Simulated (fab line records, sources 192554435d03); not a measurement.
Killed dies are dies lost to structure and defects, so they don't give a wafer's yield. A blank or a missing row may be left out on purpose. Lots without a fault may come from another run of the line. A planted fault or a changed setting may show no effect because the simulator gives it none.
Chamber matching | flow n5_finfet | N5_FIN_SAQP_SPACER2_ALD_28 on ald_sin-02: 4 sister chambers
The step deposits SiO2, target thk 8.1 nm, pulse time 1 s, purge time 2 s. 14 wafers are shown with their chamber, then 7 later ones without.

WAFERS WITH THEIR CHAMBER
wafer  | chamber | heater_power_w (W) | precursor_pulse_height_rel
L074.1 | 0       | 492                | 0.988
L074.4 | 1       | 552                | 1.012
L074.5 | 0       | 489                | 1.001
L075.1 | 2       | 480                | 1.016
L075.2 | 0       | 491                | 1.003
L075.3 | 3       | 418                | 0.991
L075.4 | 1       | 561                | 1.007
L075.5 | 3       | 409                | 0.996
L075.6 | 2       | 489                | 1.022
L076.1 | 0       | 500                | 0.992
L076.4 | 2       | 480                | 0.997
L076.6 | 0       | 496                | 0.989
L093.2 | 0       | 495                | 0.954
L093.5 | 2       | 482                | 1.027

SIGNATURES (means of the wafers above)
reading                    | chamber 0 | chamber 1 | chamber 2 | chamber 3 | scatter within a chamber
heater_power_w             | 493.83    | 556.50    | 482.75    | 413.50    | 4.63
precursor_pulse_height_rel | 0.98783   | 1.00950   | 1.01550   | 0.99350   | 0.0145
Rule: a wafer's distance from a chamber is the root of the sum, over the readings, of the square of ((its reading less the chamber's mean) divided by the reading's scatter). The wafer belongs to the nearest chamber; if the next one is less than 2 further off, it can't be placed. The scatter: the root of (the sum of the squares of (reading less its chamber's mean) over the shown wafers, divided by (wafers less chambers)).

WAFERS WITHOUT THEIR CHAMBER
wafer  | heater_power_w (W) | precursor_pulse_height_rel
L093.6 | 569                | 0.996
L096.1 | 583                | 1.033
L096.2 | 494                | 0.997
L096.3 | 412                | 1.011
L096.4 | 494                | 0.973
L096.5 | 405                | 0.979
L096.6 | 469                | 1.003

WHICH CHAMBER EACH WENT THROUGH
wafer  | from the rows above | in truth
L093.6 | 1                   | 1
L096.1 | 1                   | 1
L096.2 | 0                   | 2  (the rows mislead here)
L096.3 | 3                   | 3
L096.4 | 0                   | 0
L096.5 | 3                   | 3
L096.6 | 2                   | 2
Placed correctly: 6 of 7. Can't be placed from these rows: 0. Placed wrongly: 1.
